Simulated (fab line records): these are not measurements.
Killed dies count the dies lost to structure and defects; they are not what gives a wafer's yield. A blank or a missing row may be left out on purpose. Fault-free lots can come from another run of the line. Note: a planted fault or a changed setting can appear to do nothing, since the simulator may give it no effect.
fab line records	flow nand_harc
record: lots: 24	wafers: 72	last_day: 24
route steps=1159 shown A_BLC@985 A_M0@1010
lots untouched by any fault: they come from a run of this same line in which no faults occurred
start_h: the number of hours between the record's first day and the start of the first shown wafer of the lot	wait_h: hours since the lot's step before	" the same as in the row above	L1.1+2: a single row standing in for several wafers	- no value present, or no start provided	* or withheld: withheld	< > ~ a bound
route shown NAME@n: NAME is a module with steps in the file, n the number in the route of the first one	usual: average and standard deviation across the fault-free wafers	same: alike in all rows	chamber/n: place in a boat	sites: the reading at each site	_std_site: the standard deviation of these	_edge_site: inner sites' mean taken away from outer sites' mean	radius_mm: how far each site lies from the wafer's centre	mask NAME#n: copy n	behind: the most recent tool/chamber to have shaped the wafer	hold: what put the lot on hold/how long, in hours/how the hold closed	device: names the non-switching transistor (n, p or np)	end of line: the route-end tests of the same wafers	step lacking rows: just its recipe	killed: dies that structure and defects cost at the first sort, which is not the same as the wafer's yield	map: a wafer's dies, marking killed ones x, the rest . and places with no die _
set.NAME: the setting as run; set.NAME@STEP: as run at that earlier step	model.NAME: the simulator's own value behind a step, which no gauge read
steps of the route over a sample of lots; a table a step, a row a wafer
services: from which hour (start_h, from the record's first day; less than 0 if before it) a tool's chamber was out of use, for how many hours, and why
== steps ==
step: NHARC_A_BLC_DEGAS_30
recipe: temp_c: 300	time_s: 60
usual: heater_power_w: 483/50
lot.wafer	tool	chamber	start_h	wait_h	heater_power_w
L076.4	pvd_sputter-01	-	399.17	-	570
L076.5	"	-	"	"	490
L076.6	"	-	"	"	400
L074.2	pvd_sputter-03	-	408.29	-	506
L074.4	"	-	"	"	578
L074.6	"	-	"	"	517
L075.2	pvd_sputter-02	-	413.41	-	517
L075.1	"	-	"	"	500
L075.6	"	-	"	"	522
L078.4	pvd_sputter-02	-	414.54	-	506
L078.2	"	-	"	"	514
L078.5	"	-	"	"	488
L077.3	pvd_sputter-03	-	423.95	-	517
L077.1	"	-	"	"	588
L077.5	"	-	"	"	501
L079.4	pvd_sputter-01	-	426.97	-	483
L079.6	"	-	"	"	392
L079.5	"	-	"	"	387
L080.4	pvd_sputter-03	-	427.68	-	572
L080.5	"	-	"	"	505
L080.6	"	-	"	"	429
L081.1	pvd_sputter-01	-	436.06	-	558
L081.3	"	-	"	"	393
L081.6	"	-	"	"	472
L082.1	pvd_sputter-01	-	440.11	-	567
L082.2	"	-	"	"	493
L082.4	"	-	"	"	386
L084.3	pvd_sputter-02	-	449.92	-	503
L084.1	"	-	"	"	505
L084.2	"	-	"	"	497
L083.1	pvd_sputter-02	-	451.45	-	492
L083.2	"	-	"	"	517
L083.3	"	-	"	"	461
L087.2	pvd_sputter-02	-	458.66	-	503
L087.1	"	-	"	"	518
L087.6	"	-	"	"	502
L086.4	pvd_sputter-02	-	462.88	-	499
L086.3	"	-	"	"	516
L086.5	"	-	"	"	450
L085.2	pvd_sputter-03	-	470.62	-	527
L085.1	"	-	"	"	490
L085.5	"	-	"	"	424
L090.1	pvd_sputter-02	-	476.12	-	507
L090.6	"	-	"	"	499
L090.5	"	-	"	"	461
L089.1	pvd_sputter-03	-	478.95	-	508
L089.4	"	-	"	"	415
L089.5	"	-	"	"	429
L088.1	pvd_sputter-02	-	494.36	-	521
L088.5	"	-	"	"	501
L088.6	"	-	"	"	517
L092.1	pvd_sputter-03	-	495.61	-	530
L092.3	"	-	"	"	491
L092.5	"	-	"	"	437
L091.4	pvd_sputter-03	-	505.74	-	540
L091.1	"	-	"	"	522
L091.5	"	-	"	"	418
L094.4	pvd_sputter-02	-	506.56	-	460
L094.2	"	-	"	"	495
L094.5	"	-	"	"	490
L093.2	pvd_sputter-01	-	506.90	-	576
L093.3	"	-	"	"	394
L093.6	"	-	"	"	471
L095.1	pvd_sputter-01	-	511.40	-	395
L095.4	"	-	"	"	478
L095.5	"	-	"	"	394
L096.4	pvd_sputter-02	-	520.22	-	498
L096.2	"	-	"	"	509
L096.5	"	-	"	"	452
L097.2	pvd_sputter-01	-	524.37	-	486
L097.1	"	-	"	"	400
L097.3	"	-	"	"	420
step: NHARC_A_BLC_INSPECT_28
usual: raw_defect_count: 439/140
lot.wafer	tool	chamber	start_h	wait_h	raw_defect_count
L076.4	defect_inspect-02	-	409.22	0.1	505
L076.5	"	-	"	"	424
L076.6	"	-	"	"	381
L074.2	defect_inspect-02	-	411.58	0.1	820
L074.4	"	-	"	"	1115
L074.6	"	-	"	"	878
L075.1	defect_inspect-02	-	414.80	0.1	263
L075.2	"	-	"	"	241
L075.6	"	-	"	"	345
L078.2	defect_inspect-02	-	415.96	0.1	333
L078.4	"	-	"	"	425
L078.5	"	-	"	"	413
L077.1	defect_inspect-01	-	425.40	0.1	580
L077.3	"	-	"	"	441
L077.5	"	-	"	"	377
L079.4	defect_inspect-01	-	428.33	0.1	394
L079.5	"	-	"	"	277
L079.6	"	-	"	"	388
L080.4	defect_inspect-01	-	430.67	0.1	279
L080.5	"	-	"	"	260
L080.6	"	-	"	"	300
L081.1	defect_inspect-02	-	441.09	0.1	516
L081.3	"	-	"	"	657
L081.6	"	-	"	"	469
L082.1	defect_inspect-01	-	446.33	0.1	477
L082.2	"	-	"	"	262
L082.4	"	-	"	"	379
L084.1	defect_inspect-02	-	452.34	0.1	461
L084.2	"	-	"	"	471
L084.3	"	-	"	"	554
L083.1	defect_inspect-02	-	452.89	0.1	482
L083.2	"	-	"	"	347
L083.3	"	-	"	"	339
L087.1	defect_inspect-01	-	464.32	0.1	406
L087.2	"	-	"	"	401
L087.6	"	-	"	"	336
L086.3	defect_inspect-01	-	467.62	0.1	621
L086.4	"	-	"	"	523
L086.5	"	-	"	"	543
L085.1	defect_inspect-02	-	474.33	0.1	333
L085.2	"	-	"	"	414
L085.5	"	-	"	"	413
L090.1	defect_inspect-02	-	477.50	0.1	267
L090.5	"	-	"	"	320
L090.6	"	-	"	"	397
L089.1	defect_inspect-01	-	480.33	0.1	473
L089.4	"	-	"	"	498
L089.5	"	-	"	"	441
L088.1	defect_inspect-02	-	502.11	0.1	319
L088.5	"	-	"	"	271
L088.6	"	-	"	"	363
L092.1	defect_inspect-01	-	502.54	0.1	529
L092.3	"	-	"	"	642
L092.5	"	-	"	"	364
L091.1	defect_inspect-02	-	507.09	0.1	537
L091.4	"	-	"	"	747
L091.5	"	-	"	"	560
L094.2	defect_inspect-01	-	508.04	0.1	397
L094.4	"	-	"	"	308
L094.5	"	-	"	"	388
L093.2	defect_inspect-02	-	508.28	0.1	351
L093.3	"	-	"	"	378
L093.6	"	-	"	"	477
L095.1	defect_inspect-01	-	512.78	0.1	462
L095.4	"	-	"	"	628
L095.5	"	-	"	"	686
L096.2	defect_inspect-02	-	525.33	0.1	373
L096.4	"	-	"	"	331
L096.5	"	-	"	"	340
L097.1	defect_inspect-02	-	529.74	0.1	421
L097.2	"	-	"	"	409
L097.3	"	-	"	"	404
step: NHARC_A_M0_CD_MEAS_16
usual: cd_nm: 79.9/0.87
lot.wafer	tool	chamber	start_h	wait_h	cd_nm
L076.4	cd_sem-03	-	410.62	-	80.0
L076.5	"	-	"	"	79.5
L076.6	"	-	"	"	80.5
L074.2	cd_sem-02	-	413.12	-	80.2
L074.4	"	-	"	"	80.3
L074.6	"	-	"	"	80.0
L075.1	cd_sem-01	-	416.18	-	79.3
L075.2	"	-	"	"	80.6
L075.6	"	-	"	"	79.9
L078.2	cd_sem-03	-	417.35	-	79.8
L078.4	"	-	"	"	80.7
L078.5	"	-	"	"	80.5
L077.1	cd_sem-03	-	426.87	-	81.2
L077.3	"	-	"	"	80.1
L077.5	"	-	"	"	81.3
L079.4	cd_sem-02	-	429.66	-	80.5
L079.5	"	-	"	"	79.8
L079.6	"	-	"	"	79.6
L080.4	cd_sem-03	-	432.08	-	79.9
L080.5	"	-	"	"	79.7
L080.6	"	-	"	"	80.1
L081.1	cd_sem-02	-	442.47	-	80.0
L081.3	"	-	"	"	81.0
L081.6	"	-	"	"	79.9
L082.1	cd_sem-03	-	447.76	-	79.1
L082.2	"	-	"	"	79.2
L082.4	"	-	"	"	78.8
L084.1	cd_sem-02	-	453.63	-	81.2
L084.2	"	-	"	"	80.4
L084.3	"	-	"	"	81.0
L083.1	cd_sem-01	-	454.15	-	80.0
L083.2	"	-	"	"	79.7
L083.3	"	-	"	"	80.0
L087.1	cd_sem-03	-	465.70	-	80.9
L087.2	"	-	"	"	80.0
L087.6	"	-	"	"	79.6
L086.3	cd_sem-03	-	469.01	-	80.4
L086.4	"	-	"	"	79.6
L086.5	"	-	"	"	77.9
L085.1	cd_sem-01	-	475.60	-	81.6
L085.2	"	-	"	"	80.1
L085.5	"	-	"	"	80.3
L090.1	cd_sem-03	-	479.43	-	78.7
L090.5	"	-	"	"	79.1
L090.6	"	-	"	"	79.3
L089.1	cd_sem-02	-	482.09	-	78.7
L089.4	"	-	"	"	78.2
L089.5	"	-	"	"	79.4
L088.1	cd_sem-01	-	503.69	-	79.7
L088.5	"	-	"	"	79.4
L088.6	"	-	"	"	79.6
L092.1	cd_sem-01	-	503.95	-	80.9
L092.3	"	-	"	"	82.2
L092.5	"	-	"	"	81.1
L091.1	cd_sem-03	-	508.53	-	78.9
L091.4	"	-	"	"	78.2
L091.5	"	-	"	"	78.2
L094.2	cd_sem-01	-	509.31	-	80.3
L094.4	"	-	"	"	78.8
L094.5	"	-	"	"	79.8
L093.2	cd_sem-01	-	509.68	-	79.8
L093.3	"	-	"	"	81.0
L093.6	"	-	"	"	80.2
L095.1	cd_sem-03	-	514.07	-	79.4
L095.4	"	-	"	"	80.5
L095.5	"	-	"	"	80.2
L096.2	cd_sem-01	-	526.72	-	80.3
L096.4	"	-	"	"	81.4
L096.5	"	-	"	"	80.8
L097.1	cd_sem-01	-	531.18	-	78.0
L097.2	"	-	"	"	78.9
L097.3	"	-	"	"	79.1
step: NHARC_A_M0_STRIP_18
recipe: power_w: 1000	n2_flow_sccm: 150	h2_flow_sccm: 150	ar_flow_sccm: 0	bias_w: 0	chemistry: N2/H2
usual: chamber_pressure_mTorr: 29.998/0.029	drypump_motor_current_A: 5.7/0.63	oes_product_au: 1.000/0.012	rf_fwd_power_W: 997.4/3	rf_vpp_V: 90.8/0.9	showerhead_plenum_p_Torr: 2.07/0.067	throttle_valve_pct: 14.172/0.0091
lot.wafer	tool	chamber	start_h	wait_h	chamber_pressure_mTorr	drypump_motor_current_A	oes_product_au	rf_fwd_power_W	rf_hours_counter_h	rf_vpp_V	showerhead_plenum_p_Torr	throttle_valve_pct
L076.4	rie_diel-05	1	410.69	0.1	30.015	6.7	0.999	997.8	3	89.7	2.04	14.170
L076.6	"	1	"	"	29.965	6.7	0.994	998.8	-	90.8	2.04	14.182
L076.5	"	2	"	"	29.975	4.6	1.008	994.4	-	90.5	2.20	14.182
L074.4	rie_diel-05	1	413.24	0.1	30.007	6.7	0.998	1000.4	3	90.0	2.04	14.160
L074.2	"	2	"	"	29.956	4.6	1.025	999.6	3	91.8	2.20	14.179
L074.6	"	0	"	"	30.009	6.1	0.997	999.5	-	87.5	2.06	14.185
L075.1	rie_diel-05	1	416.26	0.1	30.033	6.7	0.989	995.8	3	90.8	2.04	14.158
L075.2	"	0	"	"	30.031	6.1	1.001	996.7	3	90.4	2.06	14.175
L075.6	"	1	"	"	29.979	6.7	0.989	997.8	-	90.1	2.04	14.190
L078.4	rie_diel-03	1	417.45	0.1	30.037	5.5	0.998	991.5	2	91.7	2.07	14.171
L078.2	"	2	"	"	29.999	5.6	1.011	995.3	1	89.7	2.16	14.147
L078.5	"	1	"	"	29.989	5.4	1.002	992.1	-	90.9	2.07	14.175
L077.1	rie_diel-08	2	427.00	0.1	30.035	5.6	0.986	1003.8	8	90.6	2.13	14.165
L077.3	"	3	"	"	29.993	5.8	1.002	999.9	9	89.7	2.01	14.175
L077.5	"	0	"	"	29.985	6.4	0.983	994.6	-	90.5	2.04	14.180
L079.6	rie_diel-05	1	429.83	0.2	30.003	6.7	0.992	992.9	-	90.8	2.04	14.180
L079.4	"	2	"	"	30.071	4.7	1.004	1000.6	-	91.7	2.20	14.178
L079.5	"	0	"	"	30.001	6.1	0.992	997.7	-	90.7	2.06	14.168
L080.5	rie_diel-08	0	432.25	0.2	30.034	6.4	0.994	1003.0	-	89.2	2.04	14.189
L080.6	"	2	"	"	30.003	5.6	0.982	995.7	-	92.0	2.13	14.175
L080.4	"	3	"	"	29.972	5.8	0.998	997.7	-	91.3	2.01	14.177
L081.3	rie_diel-08	2	442.55	0.1	30.016	5.6	0.977	999.3	10	92.3	2.13	14.185
L081.1	"	3	"	"	29.962	5.8	0.998	998.0	11	90.7	2.01	14.189
L081.6	"	3	"	"	30.028	5.8	0.996	993.5	-	90.2	2.01	14.152
L082.1	rie_diel-08	2	447.84	0.1	29.966	5.6	0.977	994.0	10	91.2	2.13	14.169
L082.2	"	3	"	"	30.022	5.8	0.991	997.0	11	90.9	2.01	14.156
L082.4	"	0	"	"	29.955	6.4	0.977	998.8	9	90.4	2.03	14.195
L084.2	rie_diel-08	3	453.70	0.1	29.989	5.8	1.010	997.8	12	89.8	2.01	14.175
L084.1	"	0	"	"	29.951	6.4	0.996	1003.3	9	91.7	2.03	14.183
L084.3	"	2	"	"	29.995	5.6	0.980	998.6	11	90.4	2.13	14.177
L083.3	rie_diel-08	1	454.23	0.1	29.999	5.0	0.997	999.7	10	89.7	2.00	14.168
L083.1	"	2	"	"	30.023	5.6	0.983	991.6	11	92.3	2.13	14.159
L083.2	"	3	"	"	30.005	5.8	0.993	997.2	12	89.3	2.01	14.177
L087.1	rie_diel-03	3	465.78	0.1	29.965	5.2	1.010	995.0	6	91.2	2.00	14.178
L087.2	"	1	"	"	30.000	5.5	0.991	1002.2	3	90.5	2.07	14.166
L087.6	"	0	"	"	30.008	4.9	1.020	1000.3	-	91.8	2.18	14.186
L086.3	rie_diel-03	2	469.13	0.1	29.965	5.6	1.007	996.9	6	91.1	2.16	14.161
L086.4	"	3	"	"	29.992	5.3	1.019	992.9	7	90.9	2.00	14.172
L086.5	"	1	"	"	29.965	5.4	0.992	999.8	-	90.8	2.07	14.170
L085.2	rie_diel-08	2	475.67	0.1	29.995	5.6	0.993	994.4	13	90.6	2.13	14.174
L085.1	"	0	"	"	30.001	6.3	1.003	996.8	11	90.0	2.03	14.170
L085.5	"	3	"	"	29.979	5.8	1.009	993.7	-	91.2	2.01	14.183
L090.1	rie_diel-03	3	479.51	0.1	30.018	5.3	1.023	997.2	8	91.0	2.00	14.162
L090.5	"	3	"	"	29.992	5.3	1.016	998.6	-	91.9	2.00	14.169
L090.6	"	0	"	"	29.989	4.9	1.019	993.9	-	92.1	2.18	14.171
L089.1	rie_diel-05	2	482.19	0.1	29.999	4.7	1.015	995.7	9	92.1	2.20	14.173
L089.4	"	3	"	"	29.969	6.6	0.995	993.3	8	91.2	2.04	14.173
L089.5	"	1	"	"	29.982	6.7	0.992	1003.9	-	91.4	2.04	14.155
L088.1	rie_diel-08	2	503.77	0.1	29.984	5.6	1.008	1000.5	1	92.6	2.13	14.166
L088.5	"	2	"	"	29.976	5.6	0.999	997.5	-	91.4	2.13	14.167
L088.6	"	3	"	"	29.964	5.8	1.020	998.8	-	91.2	2.01	14.159
L092.3	rie_diel-05	2	504.08	0.1	30.028	4.6	1.026	999.2	10	91.9	2.20	14.158
L092.1	"	3	"	"	29.942	6.5	0.991	999.4	9	89.4	2.04	14.181
L092.5	"	1	"	"	30.002	6.7	1.000	998.2	-	90.3	2.04	14.187
L091.4	rie_diel-05	1	508.63	0.1	29.961	6.8	0.998	995.2	10	91.8	2.04	14.183
L091.1	"	2	"	"	30.012	4.6	1.010	998.1	10	91.4	2.20	14.183
L091.5	"	0	"	"	30.008	6.1	0.977	995.9	-	90.9	2.06	14.175
L094.2	rie_diel-03	1	509.39	0.1	29.949	5.5	0.984	994.2	7	91.3	2.06	14.177
L094.4	"	0	"	"	29.983	4.8	1.009	992.5	10	90.4	2.18	14.163
L094.5	"	2	"	"	29.996	5.6	1.007	999.1	-	91.8	2.16	14.155
L093.3	rie_diel-08	2	509.81	0.1	29.974	5.6	0.991	991.5	2	91.0	2.13	14.171
L093.2	"	3	"	"	29.999	5.8	1.010	997.9	2	91.6	2.01	14.165
L093.6	"	1	"	"	30.008	5.0	0.997	998.7	-	91.4	2.00	14.160
L095.1	rie_diel-03	1	514.14	0.1	30.037	5.5	0.982	997.8	7	91.4	2.06	14.169
L095.4	"	0	"	"	30.032	4.8	1.001	998.5	11	92.2	2.18	14.179
L095.5	"	1	"	"	29.971	5.4	0.996	996.1	-	90.2	2.06	14.170
L096.2	rie_diel-08	0	526.79	0.1	29.983	6.4	0.997	994.5	3	90.9	2.03	14.169
L096.4	"	3	"	"	29.993	5.7	1.016	1002.8	2	89.6	2.01	14.174
L096.5	"	0	"	"	29.975	6.4	0.996	994.0	-	90.6	2.03	14.176
L097.2	rie_diel-08	1	531.25	0.1	30.007	5.0	1.007	996.6	3	90.2	2.00	14.179
L097.1	"	3	"	"	29.982	5.8	1.012	999.9	3	91.6	2.01	14.154
L097.3	"	0	"	"	29.966	6.4	0.997	997.4	3	91.3	2.03	14.171
step: NHARC_A_M0_PVD_20
recipe: target_thk_a: 50	bias_v: 168.6	power_w: 15000	chamber_pressure_pa: 0.12	time_s: 8.06	substrate_temp_c: 50	material: TaN
usual: throttle_valve_pct: 29.8/0.74
lot.wafer	tool	chamber	start_h	wait_h	throttle_valve_pct
L076.4	pvd_sputter-03	-	-	-	29.3
L076.6	"	-	"	"	29.1
L076.5	"	-	"	"	29.2
L074.4	pvd_sputter-03	-	-	-	29.4
L074.2	"	-	"	"	29.3
L074.6	"	-	"	"	29.6
L075.1	pvd_sputter-03	-	-	-	29.1
L075.2	"	-	"	"	29.6
L075.6	"	-	"	"	30.8
L078.2	pvd_sputter-03	-	-	-	29.1
L078.4	"	-	"	"	29.5
L078.5	"	-	"	"	30.8
L077.3	pvd_sputter-02	-	-	-	29.9
L077.1	"	-	"	"	30.1
L077.5	"	-	"	"	30.7
L079.4	pvd_sputter-01	-	-	-	30.3
L079.5	"	-	"	"	29.9
L079.6	"	-	"	"	30.1
L080.4	pvd_sputter-02	-	-	-	30.5
L080.6	"	-	"	"	30.1
L080.5	"	-	"	"	30.8
L081.3	pvd_sputter-03	-	-	-	29.5
L081.1	"	-	"	"	29.5
L081.6	"	-	"	"	30.8
L082.1	pvd_sputter-03	-	-	-	29.1
L082.4	"	-	"	"	29.3
L082.2	"	-	"	"	30.9
L084.1	pvd_sputter-02	-	-	-	30.7
L084.3	"	-	"	"	29.7
L084.2	"	-	"	"	30.4
L083.2	pvd_sputter-01	-	-	-	30.1
L083.1	"	-	"	"	29.9
L083.3	"	-	"	"	30.0
L087.2	pvd_sputter-01	-	-	-	29.9
L087.1	"	-	"	"	30.0
L087.6	"	-	"	"	29.9
L086.4	pvd_sputter-03	-	-	-	30.7
L086.3	"	-	"	"	28.7
L086.5	"	-	"	"	30.5
L085.2	pvd_sputter-03	-	-	-	28.6
L085.1	"	-	"	"	29.1
L085.5	"	-	"	"	28.4
L090.1	pvd_sputter-03	-	-	-	30.7
L090.6	"	-	"	"	29.2
L090.5	"	-	"	"	28.5
L089.4	pvd_sputter-03	-	-	-	29.2
L089.1	"	-	"	"	28.9
L089.5	"	-	"	"	29.0
L088.1	pvd_sputter-01	-	-	-	30.1
L088.5	"	-	"	"	30.3
L088.6	"	-	"	"	29.8
L092.1	pvd_sputter-02	-	-	-	30.8
L092.3	"	-	"	"	30.1
L092.5	"	-	"	"	30.5
L091.1	pvd_sputter-03	-	-	-	28.7
L091.4	"	-	"	"	28.1
L091.5	"	-	"	"	28.9
L094.4	pvd_sputter-03	-	-	-	28.9
L094.2	"	-	"	"	29.0
L094.5	"	-	"	"	28.7
L093.3	pvd_sputter-01	-	-	-	30.2
L093.2	"	-	"	"	29.8
L093.6	"	-	"	"	29.8
L095.4	pvd_sputter-03	-	-	-	28.2
L095.1	"	-	"	"	30.9
L095.5	"	-	"	"	28.9
L096.4	pvd_sputter-03	-	-	-	29.4
L096.2	"	-	"	"	29.0
L096.5	"	-	"	"	28.8
L097.3	pvd_sputter-02	-	-	-	30.8
L097.2	"	-	"	"	30.2
L097.1	"	-	"	"	30.0
step: NHARC_A_M0_THK_MEAS_24
recipe: thk_meas_gauge: xrf
usual: thk_nm: 113.3/1.4
lot.wafer	tool	chamber	start_h	wait_h	thk_nm
L076.4	film_metro-02	-	412.72	-	111.9
L076.5	"	-	"	"	114.3
L076.6	"	-	"	"	113.8
L074.2	film_metro-02	-	415.14	-	111.2
L074.4	"	-	"	"	114.2
L074.6	"	-	"	"	112.6
L075.1	film_metro-02	-	418.36	-	117.2
L075.2	"	-	"	"	112.7
L075.6	"	-	"	"	111.9
L078.2	film_metro-01	-	419.40	-	112.6
L078.4	"	-	"	"	111.9
L078.5	"	-	"	"	114.6
L077.1	film_metro-01	-	428.88	-	115.3
L077.3	"	-	"	"	113.3
L077.5	"	-	"	"	112.8
L079.4	film_metro-01	-	431.74	-	115.0
L079.5	"	-	"	"	116.1
L079.6	"	-	"	"	116.1
L080.4	film_metro-02	-	434.14	-	113.5
L080.5	"	-	"	"	111.4
L080.6	"	-	"	"	111.9
L081.1	film_metro-02	-	444.54	-	112.5
L081.3	"	-	"	"	112.6
L081.6	"	-	"	"	111.5
L082.1	film_metro-02	-	450.35	-	115.2
L082.2	"	-	"	"	115.0
L082.4	"	-	"	"	112.6
L084.1	film_metro-01	-	455.68	-	114.7
L084.2	"	-	"	"	112.4
L084.3	"	-	"	"	113.4
L083.1	film_metro-01	-	456.40	-	112.8
L083.2	"	-	"	"	114.1
L083.3	"	-	"	"	112.4
L087.1	film_metro-01	-	467.72	-	114.6
L087.2	"	-	"	"	113.8
L087.6	"	-	"	"	114.5
L086.3	film_metro-02	-	471.06	-	113.0
L086.4	"	-	"	"	113.9
L086.5	"	-	"	"	113.3
L085.1	film_metro-02	-	477.62	-	114.7
L085.2	"	-	"	"	115.4
L085.5	"	-	"	"	117.3
L090.1	film_metro-01	-	481.45	-	114.0
L090.5	"	-	"	"	114.9
L090.6	"	-	"	"	114.9
L089.1	film_metro-02	-	484.12	-	114.4
L089.4	"	-	"	"	114.0
L089.5	"	-	"	"	114.4
L088.1	film_metro-02	-	505.73	-	114.1
L088.5	"	-	"	"	111.6
L088.6	"	-	"	"	113.0
L092.1	film_metro-02	-	506.06	-	113.9
L092.3	"	-	"	"	113.3
L092.5	"	-	"	"	112.6
L091.1	film_metro-02	-	510.71	-	112.4
L091.4	"	-	"	"	112.2
L091.5	"	-	"	"	113.5
L094.2	film_metro-02	-	511.39	-	111.0
L094.4	"	-	"	"	113.8
L094.5	"	-	"	"	114.1
L093.2	film_metro-01	-	511.79	-	113.3
L093.3	"	-	"	"	113.3
L093.6	"	-	"	"	114.1
L095.1	film_metro-01	-	516.38	-	114.0
L095.4	"	-	"	"	112.5
L095.5	"	-	"	"	112.5
L096.2	film_metro-02	-	528.79	-	111.1
L096.4	"	-	"	"	113.4
L096.5	"	-	"	"	112.3
L097.1	film_metro-01	-	534.53	-	112.3
L097.2	"	-	"	"	111.2
L097.3	"	-	"	"	113.7
== services ==
tool	chamber	start_h	hours	kind
rie_diel-08	0	384.30	-	clean
rie_diel-08	1	384.30	-	clean
rie_diel-08	2	384.30	-	clean
rie_diel-08	3	384.30	-	clean
rie_diel-05	3	388.64	10.4	repair
rie_diel-03	-	392.30	9.0	pm
pvd_sputter-02	-	393.37	10.0	pm
rie_diel-03	2	406.08	4.3	repair
rie_diel-08	0	408.80	-	clean
rie_diel-08	1	408.80	-	clean
rie_diel-08	2	408.80	-	clean
rie_diel-03	1	426.45	22.9	repair
rie_diel-08	1	428.03	9.2	repair
rie_diel-05	3	429.00	2.4	repair
pvd_sputter-02	-	443.94	0.5	repair
pvd_sputter-03	-	458.00	10.0	pm
pvd_sputter-01	-	475.46	8.3	repair
rie_diel-08	-	478.82	9.0	pm
rie_diel-03	1	483.32	6.7	repair
pvd_sputter-02	-	507.99	11.2	repair
pvd_sputter-01	-	514.00	10.0	pm
rie_diel-08	1	518.18	2.1	repair
pvd_sputter-02	-	523.10	0.7	repair
rie_diel-05	-	523.94	9.0	pm
== key ==
fault none
